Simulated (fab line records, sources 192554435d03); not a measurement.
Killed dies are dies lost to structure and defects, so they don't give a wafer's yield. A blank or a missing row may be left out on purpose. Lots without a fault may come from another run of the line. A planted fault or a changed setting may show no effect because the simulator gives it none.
Which tool did it? | flow n5_finfet | 24 lots, 72 wafers sampled, at 6 steps of a route of 1938

WHAT THE GAUGES READ, wafer by wafer
N5_BEOL_M4_OCD_MEAS_38. Usual: trench_depth_nm 55.3 nm, standard deviation 0.94.
lot  | measured     | on     | trench_depth_nm (nm) | flag
L074 | day 7 17:55  | ocd-02 | 55.4 53.3 55.2       |
L075 | day 8 04:11  | ocd-02 | 54.7 56.8 55.7       |
L076 | day 8 08:39  | ocd-02 | 55.4 55.3 55.7       |
L077 | day 8 09:34  | ocd-01 | 54.5 53.4 55.3       |
L078 | day 8 16:41  | ocd-01 | 55.4 55.8 55.3       |
L079 | day 9 05:20  | ocd-02 | 56.4 55.9 54.8       |
L080 | day 9 15:55  | ocd-01 | 54.3 55.0 55.0       |
L081 | day 9 15:35  | ocd-01 | 54.9 54.1 53.1       |
L082 | day 9 23:40  | ocd-01 | 54.9 56.5 56.8       |
L083 | day 9 23:47  | ocd-02 | 53.9 55.4 54.3       |
L084 | day 10 16:13 | ocd-02 | 55.3 55.6 55.6       |
L085 | day 10 23:23 | ocd-02 | 55.3 56.0 54.9       |
L086 | day 10 23:37 | ocd-01 | 54.6 54.4 55.7       |
L087 | day 11 03:01 | ocd-02 | 55.0 55.0 54.1       |
L088 | day 11 08:35 | ocd-02 | 56.6 56.1 54.5       |
L089 | day 11 18:21 | ocd-02 | 55.2 56.3 55.3       |
L090 | day 12 01:19 | ocd-02 | 55.3 54.9 55.4       |
L093 | day 12 05:15 | ocd-02 | 54.8 56.4 55.2       |
L091 | day 12 05:25 | ocd-02 | 56.4 55.4 56.1       |
L092 | day 12 09:03 | ocd-02 | 54.5 55.5 54.8       |
L094 | day 13 13:43 | ocd-02 | 54.3 55.3 54.8       |
L095 | day 13 17:02 | ocd-01 | 57.4 54.6 55.1       |
L096 | day 13 20:22 | ocd-01 | 55.3 54.1 54.6       |
L097 | day 14 19:09 | ocd-01 | 56.1 54.9 54.2       |

N5_BEOL_M4_CD_MEAS_35: target cd 18 nm, target cd y 22.4 nm. Usual: cd_nm 18.0 nm, standard deviation 0.3.
lot  | measured     | on        | cd_nm (nm)     | flag
L074 | day 7 18:04  | cd_sem-03 | 17.9 17.8 18.0 |
L075 | day 8 04:20  | cd_sem-03 | 18.0 18.6 18.5 |
L076 | day 8 08:48  | cd_sem-01 | 18.1 18.1 18.3 |
L077 | day 8 09:43  | cd_sem-03 | 18.2 17.5 17.4 |
L078 | day 8 16:50  | cd_sem-03 | 17.7 18.0 17.7 |
L079 | day 9 05:29  | cd_sem-02 | 17.9 17.8 17.6 |
L080 | day 9 16:05  | cd_sem-02 | 18.0 18.0 18.3 |
L081 | day 9 15:44  | cd_sem-02 | 17.9 17.5 17.9 |
L082 | day 9 23:49  | cd_sem-02 | 18.6 18.2 17.9 |
L083 | day 9 23:56  | cd_sem-03 | 17.9 18.1 18.3 |
L084 | day 10 16:22 | cd_sem-01 | 18.2 18.0 18.0 |
L085 | day 10 23:32 | cd_sem-03 | 17.9 18.0 18.2 |
L086 | day 10 23:47 | cd_sem-01 | 18.2 17.3 17.9 |
L087 | day 11 03:10 | cd_sem-01 | 18.1 17.8 18.0 |
L088 | day 11 08:44 | cd_sem-02 | 17.8 17.5 17.4 |
L089 | day 11 18:31 | cd_sem-03 | 18.4 17.6 18.4 |
L090 | day 12 01:28 | cd_sem-03 | 17.9 18.5 17.9 |
L093 | day 12 05:24 | cd_sem-01 | 18.0 18.2 18.2 |
L091 | day 12 05:34 | cd_sem-02 | 17.6 17.7 17.8 |
L092 | day 12 09:13 | cd_sem-03 | 18.2 18.4 18.0 |
L094 | day 13 13:52 | cd_sem-02 | 18.0 18.0 17.8 |
L095 | day 13 17:11 | cd_sem-01 | 17.5 17.8 18.4 |
L096 | day 13 20:32 | cd_sem-03 | 18.3 17.8 17.9 |
L097 | day 14 19:18 | cd_sem-03 | 17.9 18.3 18.0 |

WHICH TOOL RAN EACH LOT (tool, then ch and the chambers of the sampled wafers, then the start)
lot  | N5_BEOL_M3_SURFACE_TREAT_85  | N5_BEOL_M3_SPUTTER_79        | N5_BEOL_M3_DEP_57               | N5_BEOL_M4_VIA_ETCH_34
L074 | pvd_sputter-02, day 7 05:58  | pvd_sputter-01, day 7 06:25  | pecvd-04 ch 0,1,2, day 7 08:58  | rie_diel-03 ch 1,2, day 7 17:40
L075 | pvd_sputter-01, day 7 08:46  | pvd_sputter-01, day 7 09:14  | pecvd-01 ch 0,1, day 7 11:46    | rie_diel-04 ch 0,1,2, day 8 03:56
L076 | pvd_sputter-01, day 7 13:25  | pvd_sputter-03, day 7 14:02  | pecvd-01 ch 0,1, day 8 00:38    | rie_diel-03 ch 1,3, day 8 08:23
L077 | pvd_sputter-02, day 8 00:31  | pvd_sputter-03, day 8 02:28  | pecvd-02 ch 0,1,2, day 8 05:00  | rie_diel-03 ch 1,2,3, day 8 09:18
L078 | pvd_sputter-01, day 8 10:03  | pvd_sputter-01, day 8 10:31  | pecvd-01 ch 1,2, day 8 13:02    | rie_diel-05 ch 1,2, day 8 16:26
L079 | pvd_sputter-01, day 8 21:33  | pvd_sputter-03, day 8 22:04  | pecvd-02 ch 1,2, day 9 00:36    | rie_diel-04 ch 1,2,3, day 9 05:05
L080 | pvd_sputter-03, day 9 06:14  | pvd_sputter-01, day 9 06:41  | pecvd-02 ch 1,2, day 9 09:12    | rie_diel-05 ch 0,1, day 9 15:40
L081 | pvd_sputter-03, day 9 07:02  | pvd_sputter-01, day 9 09:02  | pecvd-01 ch 1,2, day 9 11:34    | rie_diel-03 ch 0,2, day 9 15:20
L082 | pvd_sputter-01, day 9 12:20  | pvd_sputter-01, day 9 12:48  | pecvd-01 ch 0,1,2, day 9 15:27  | rie_diel-04 ch 1,2,3, day 9 23:24
L083 | pvd_sputter-01, day 9 12:28  | pvd_sputter-03, day 9 14:13  | pecvd-01 ch 1,2, day 9 16:45    | rie_diel-05 ch 0,1,3, day 9 23:32
L084 | pvd_sputter-01, day 10 00:36 | pvd_sputter-02, day 10 01:16 | pecvd-02 ch 0,1,2, day 10 03:47 | rie_diel-03 ch 1,3, day 10 15:58
L085 | pvd_sputter-02, day 10 05:57 | pvd_sputter-02, day 10 06:28 | pecvd-04 ch 0, day 10 09:04     | rie_diel-05 ch 0,2, day 10 23:08
L086 | pvd_sputter-01, day 10 13:51 | pvd_sputter-01, day 10 14:45 | pecvd-04 ch 0,1,2, day 10 17:31 | rie_diel-04 ch 0,2, day 10 23:22
L087 | pvd_sputter-02, day 10 20:52 | pvd_sputter-02, day 10 21:19 | pecvd-02 ch 0,2, day 10 23:50   | rie_diel-03 ch 0,2,3, day 11 02:46
L088 | pvd_sputter-01, day 10 21:23 | pvd_sputter-01, day 10 21:51 | pecvd-02 ch 0,2, day 11 00:22   | rie_diel-04 ch 0,2,3, day 11 08:19
L089 | pvd_sputter-02, day 11 09:35 | pvd_sputter-03, day 11 10:35 | pecvd-04 ch 0,1,2, day 11 13:06 | rie_diel-05 ch 0,1, day 11 18:06
L090 | pvd_sputter-03, day 11 14:48 | pvd_sputter-03, day 11 15:37 | pecvd-01 ch 0,1,2, day 11 18:27 | rie_diel-05 ch 0,1,3, day 12 01:04
L093 | pvd_sputter-01, day 11 18:45 | pvd_sputter-02, day 11 19:29 | pecvd-02 ch 0,1,2, day 11 22:06 | rie_diel-04 ch 1,2, day 12 04:59
L091 | pvd_sputter-01, day 11 18:47 | pvd_sputter-01, day 11 19:31 | pecvd-02 ch 1,2, day 11 22:20   | rie_diel-03 ch 1,3, day 12 05:09
L092 | pvd_sputter-03, day 11 23:34 | pvd_sputter-02, day 12 00:08 | pecvd-02 ch 1,2, day 12 03:33   | rie_diel-05 ch 0,2, day 12 08:48
L094 | pvd_sputter-02, day 13 05:11 | pvd_sputter-03, day 13 05:42 | pecvd-02 ch 0,1, day 13 08:17   | rie_diel-05 ch 0,1, day 13 13:28
L095 | pvd_sputter-03, day 13 08:40 | pvd_sputter-03, day 13 09:08 | pecvd-04 ch 0,1,2, day 13 11:41 | rie_diel-04 ch 0,2, day 13 16:47
L096 | pvd_sputter-01, day 13 09:14 | pvd_sputter-01, day 13 09:50 | pecvd-04 ch 0,1,2, day 13 12:26 | rie_diel-03 ch 0,2,3, day 13 20:07
L097 | pvd_sputter-03, day 13 11:29 | pvd_sputter-02, day 13 12:06 | pecvd-02 ch 0,1,2, day 13 14:56 | rie_diel-04 ch 0,2, day 14 18:54
- N5_BEOL_M3_SURFACE_TREAT_85
- N5_BEOL_M3_SPUTTER_79: material Cu, target thk 4.5 nm, time 8.29 s.
- N5_BEOL_M3_DEP_57: deposits SiCN from 3MS/NH3, target thk 8 nm, time 14 s.
- N5_BEOL_M4_VIA_ETCH_34: etches the open film in C4F6/O2, target depth 69.4 nm, time 65.9 s.

WHAT THE TOOLS THEMSELVES READ (means of the sampled wafers that have a number; where no wafer has one, the mark that the record gives instead)
N5_BEOL_M3_SPUTTER_79. Usual: chuck_gas_flow_sccm 1.27 sccm, standard deviation 0.049; throttle_valve_pct 30.1 %, standard deviation 1.1.
lot  | tool           | chuck_gas_flow_sccm (sccm) | throttle_valve_pct (%) | flag
L074 | pvd_sputter-01 | 1.23                       | 29.5                   |
L075 | pvd_sputter-01 | 1.32                       | 29.0                   |
L076 | pvd_sputter-03 | 1.25                       | 30.4                   |
L077 | pvd_sputter-03 | 1.33                       | 30.6                   |
L078 | pvd_sputter-01 | 1.28                       | 28.9                   |
L079 | pvd_sputter-03 | 1.23                       | 30.8                   |
L080 | pvd_sputter-01 | 1.23                       | 29.1                   |
L081 | pvd_sputter-01 | 1.25                       | 29.8                   |
L082 | pvd_sputter-01 | 1.26                       | 28.8                   |
L083 | pvd_sputter-03 | 1.30                       | 30.2                   |
L084 | pvd_sputter-02 | 1.23                       | 30.8                   |
L085 | pvd_sputter-02 | 1.29                       | 30.2                   |
L086 | pvd_sputter-01 | 1.25                       | 28.7                   |
L087 | pvd_sputter-02 | 1.29                       | 30.1                   |
L088 | pvd_sputter-01 | 1.32                       | 28.8                   |
L089 | pvd_sputter-03 | 1.30                       | 31.0                   |
L090 | pvd_sputter-03 | 1.27                       | 30.9                   |
L093 | pvd_sputter-02 | 1.28                       | 29.9                   |
L091 | pvd_sputter-01 | 1.24                       | 29.4                   |
L092 | pvd_sputter-02 | 1.29                       | 30.2                   |
L094 | pvd_sputter-03 | 1.28                       | 30.9                   |
L095 | pvd_sputter-03 | 1.25                       | 31.0                   |
L096 | pvd_sputter-01 | 1.24                       | 28.9                   |
L097 | pvd_sputter-02 | 1.27                       | 30.1                   |

N5_BEOL_M3_DEP_57. Usual: showerhead_plenum_p_Torr 3.665 Torr, standard deviation 0.013; throttle_valve_pct 9.0 %, standard deviation 0.37.
lot  | tool     | showerhead_plenum_p_Torr (Torr) | throttle_valve_pct (%) | flag
L074 | pecvd-04 | 3.676                           | 9.3                    |
L075 | pecvd-01 | 3.676                           | 8.6                    |
L076 | pecvd-01 | 3.672                           | 8.6                    |
L077 | pecvd-02 | 3.659                           | 9.0                    |
L078 | pecvd-01 | 3.672                           | 8.9                    |
L079 | pecvd-02 | 3.660                           | 8.6                    |
L080 | pecvd-02 | 3.651                           | 8.7                    |
L081 | pecvd-01 | 3.674                           | 9.0                    |
L082 | pecvd-01 | 3.665                           | 8.7                    |
L083 | pecvd-01 | 3.668                           | 9.0                    |
L084 | pecvd-02 | 3.658                           | 9.0                    |
L085 | pecvd-04 | 3.684                           | 9.4                    |
L086 | pecvd-04 | 3.665                           | 9.2                    |
L087 | pecvd-02 | 3.652                           | 8.9                    |
L088 | pecvd-02 | 3.652                           | 9.3                    |
L089 | pecvd-04 | 3.672                           | 9.1                    |
L090 | pecvd-01 | 3.678                           | 8.9                    |
L093 | pecvd-02 | 3.651                           | 8.9                    |
L091 | pecvd-02 | 3.659                           | 8.9                    |
L092 | pecvd-02 | 3.660                           | 8.6                    |
L094 | pecvd-02 | 3.657                           | 9.1                    |
L095 | pecvd-04 | 3.668                           | 9.1                    |
L096 | pecvd-04 | 3.672                           | 9.0                    |
L097 | pecvd-02 | 3.657                           | 9.0                    |

N5_BEOL_M4_VIA_ETCH_34. Usual: drypump_motor_current_A 5.8 A, standard deviation 0.4; oes_o_777_au 0.79 a.u., standard deviation 0.095; oes_product_au 0.79 a.u., standard deviation 0.093; rf_vpp_V 668 V, standard deviation 14; showerhead_plenum_p_Torr 2.85 Torr, standard deviation 0.11; throttle_valve_pct 30.65 %, standard deviation 0.26.
lot  | tool        | drypump_motor_current_A (A) | oes_o_777_au (a.u.) | oes_product_au (a.u.) | rf_vpp_V (V) | showerhead_plenum_p_Torr (Torr) | throttle_valve_pct (%) | flag
L074 | rie_diel-03 | 5.8                         | 0.80                | 0.81                  | 664          | 2.81                            | 30.59                  |
L075 | rie_diel-04 | 6.0                         | 0.77                | 0.77                  | 668          | 2.84                            | 30.96                  |
L076 | rie_diel-03 | 5.7                         | 0.89                | 0.88                  | 663          | 2.84                            | 30.65                  |
L077 | rie_diel-03 | 5.7                         | 0.83                | 0.82                  | 652          | 2.79                            | 30.63                  |
L078 | rie_diel-05 | 5.3                         | 0.81                | 0.84                  | 663          | 2.93                            | 30.53                  |
L079 | rie_diel-04 | 5.8                         | 0.85                | 0.85                  | 676          | 2.83                            | 30.63                  |
L080 | rie_diel-05 | 6.3                         | 0.74                | 0.76                  | 672          | 2.88                            | 30.74                  |
L081 | rie_diel-03 | 5.9                         | 0.68                | 0.68                  | 656          | 2.77                            | 30.43                  |
L082 | rie_diel-04 | 5.8                         | 0.83                | 0.83                  | 676          | 2.82                            | 30.63                  |
L083 | rie_diel-05 | 6.0                         | 0.72                | 0.73                  | 672          | 2.82                            | 30.62                  |
L084 | rie_diel-03 | 5.7                         | 0.86                | 0.85                  | 662          | 2.83                            | 30.67                  |
L085 | rie_diel-05 | 6.1                         | 0.80                | 0.81                  | 665          | 2.98                            | 30.76                  |
L086 | rie_diel-04 | 5.8                         | 0.79                | 0.78                  | 674          | 2.77                            | 30.95                  |
L087 | rie_diel-03 | 5.7                         | 0.84                | 0.84                  | 658          | 2.91                            | 30.48                  |
L088 | rie_diel-04 | 5.9                         | 0.86                | 0.85                  | 669          | 2.84                            | 30.92                  |
L089 | rie_diel-05 | 5.9                         | 0.69                | 0.71                  | 674          | 2.77                            | 30.65                  |
L090 | rie_diel-05 | 6.0                         | 0.71                | 0.71                  | 673          | 2.81                            | 30.63                  |
L093 | rie_diel-04 | 5.7                         | 0.74                | 0.74                  | 680          | 2.76                            | 30.69                  |
L091 | rie_diel-03 | 5.6                         | 0.87                | 0.85                  | 651          | 2.80                            | 30.70                  |
L092 | rie_diel-05 | 5.6                         | 0.81                | 0.82                  | 662          | 3.00                            | 30.66                  |
L094 | rie_diel-05 | 5.9                         | 0.68                | 0.70                  | 673          | 2.77                            | 30.67                  |
L095 | rie_diel-04 | 5.8                         | 0.76                | 0.76                  | 674          | 2.76                            | 30.98                  |
L096 | rie_diel-03 | 5.7                         | 0.89                | 0.89                  | 658          | 2.90                            | 30.46                  |
L097 | rie_diel-04 | 5.8                         | 0.75                | 0.75                  | 673          | 2.76                            | 30.98                  |

THE ANSWER, worked out from the rows above alone
Rule: a lot is off if the mean of its wafers that have a number lies more than 3 standard deviations from the usual mean. A lot without any number at a reading at which 4 lots or more have one is off too. The other lots that the step has rows for count as sound. The gauges are gone through in route order, then the tools' own readings, and for those a lot's mean is taken as printed above. The first step at which some lot is off is used, and at that step the reading that is off furthest; a lot without a number counts as furthest.
No lot is off at any reading shown: from this, nothing can be told.

WHAT THE SIMULATOR HAD PUT IN
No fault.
